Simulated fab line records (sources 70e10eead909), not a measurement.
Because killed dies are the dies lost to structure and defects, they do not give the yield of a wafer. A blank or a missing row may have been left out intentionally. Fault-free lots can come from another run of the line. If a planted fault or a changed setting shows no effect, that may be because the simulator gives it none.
Struck lot and sound lot, side by side -- flow nandHarc -- 15 out of 1302 route steps
Sound: wafers L551.4, L551.5, L551.6. Struck: wafers L548.1, L548.2, L548.5. The cause comes at the end.
For every step that has rows: the tool of each side, followed by ch and its chambers, followed by its first start. Under that, the readings that differ: sound wafers -- struck wafers -- difference of the means -- sigmas: that difference in standard deviations of wafers without a fault.
alike: readings whose means differ by less than 2 such deviations, and words and numbers that are the same on both sides. not compared: withheld readings, readings that some wafer has no value for, bounds like >300 that may hide the same value, and numbers for which the record gives no deviation and whose values overlap.
The two part at a step that has a row with sigmas, a row that says differs or no value, or rows on one side only. Numbers that don't overlap but have no deviation are shown without sigmas and don't part them. Lack of a reading on every wafer of one side parts them only where that side has two or more wafers.

NHARC_A_CONTACT_OVL_MEAS_09:
  struck on overlay-02, day 27 22:05; sound on overlay-01, day 28 21:43
  alike: overlayXNm, overlayYNm
NHARC_A_CONTACT_INSPECT_10:
  struck on defectInspect-02, day 27 22:08; sound on defectInspect-01, day 28 21:46
  alike: rawDefectCount
then, 1 step without rows for these wafers: NHARC_A_CONTACT_DESCUM_13 (chemistry O2, time 3 s).
NHARC_A_CONTACT_ETCH_88: etches the open film in CF4, target depth 39 nm, time 65 s.
  sound on rieDiel-08 ch 0,3, day 28 21:55; struck on rieDiel-12 ch 0,1,2, day 27 22:17
  alike: biasW, cf4FlowSccm, drypumpMotorCurrentA, oesProductAu, rfVppV, showerheadPlenumPTorr, throttleValvePct
  not compared: rfHoursCounterH
then, 1 step without rows for these wafers: NHARC_A_CONTACT_ETCH_89 (etches the open film in N2/H2, target depth 260 nm, time 475.3 s).
NHARC_A_CONTACT_ETCH_30: etches the open film in CF4/CHF3, target depth 72.6 nm, time 36.3 s.
  sound: rieDiel-08 ch 0,1,2; struck: rieDiel-12 ch 1,2
reading,sound,struck,difference,sigmas
oesProductAu (a.u.),0.919 0.918 0.907,0.955 0.972 0.951,+0.045,+2
  alike: biasW, cf4FlowSccm, drypumpMotorCurrentA, rfVppV, showerheadPlenumPTorr, throttleValvePct
  not compared: rfHoursCounterH
NHARC_A_CONTACT_ETCH_31: etches the open film in O2/COS, target depth 2800 nm, time 728 s.
  sound: rieDiel-08 ch 1,2,3; struck: rieDiel-12 ch 1,3
  alike: biasW, chamberPressureMTorr, drypumpMotorCurrentA, oesProductAu, rfVppV, showerheadPlenumPTorr, throttleValvePct
  not compared: rfHoursCounterH
NHARC_A_CONTACT_ETCH_134: etches the open film in C4F8/O2/Ar, time 140 s, target depth 700 nm.
  sound on harCapEtch-03 ch 0,1, day 28 23:01; struck on harCapEtch-03 ch 0,1, day 27 23:19
  alike: chamberPressureMTorr, oesAirLineAu
  not compared: rfHoursCounterH
NHARC_A_CONTACT_ETCH_135: etches the open film in C4F8/O2/Ar, time 311 s, target depth 1912 nm.
  sound on harCapEtch-03 ch 0,1, day 28 23:14; struck on harCapEtch-03 ch 0,1, day 27 23:31
  alike: chamberPressureMTorr, oesAirLineAu
  not compared: rfHoursCounterH
then, 3 steps without rows for these wafers: NHARC_A_CONTACT_ETCH_136 (etches the open film in C4F8/O2/Ar, time 311 s, target depth 1912 nm); NHARC_A_CONTACT_ETCH_137 (etches the open film in C4F8/O2/Ar, time 311 s, target depth 1912 nm); NHARC_A_CONTACT_ETCH_138 (etches the open film in C4F8/O2/Ar, time 311 s, target depth 1914 nm).
NHARC_A_CONTACT_ETCH_139: etches the open film in C4F8/O2/Ar, time 195 s, target depth 840 nm.
  sound on harCapEtch-03 ch 0,1, day 29 00:38; struck on harCapEtch-03 ch 0,1, day 28 00:35
  no value came back on the struck wafers for chamberPressureMTorr (mTorr), oesAirLineAu (a.u.); on the sound wafers chamberPressureMTorr (mTorr) reads 19.965 19.980 19.983
  not compared: rfHoursCounterH
then, 1 step without rows for these wafers: NHARC_A_CONTACT_ETCH_92 (etches the open film in CH3F/O2, target depth 40 nm, time 85.7 s).
NHARC_END_SORT_01:
  sound on prober-02 ch 0, day 31 00:49; struck on prober-01 ch 0, day 29 21:38
reading,sound,struck,difference,sigmas
hold,- - -,awaitDispo/6.4h/scrap awaitDispo/6.4h/scrap awaitDispo/6.4h/scrap,no value on the sound wafers,
killedAtArray,34 64 44,674 676 674,+627,+33
killedDies,36 74 51,677 677 677,+623,+33
  alike: killedAtOther, killedAtPeriphery, killedOpen, killedShort

== WHERE THEY PART ==
Earliest at NHARC_A_CONTACT_ETCH_30; latest, in this record, at NHARC_END_SORT_01.

WHY: what the simulator had put in
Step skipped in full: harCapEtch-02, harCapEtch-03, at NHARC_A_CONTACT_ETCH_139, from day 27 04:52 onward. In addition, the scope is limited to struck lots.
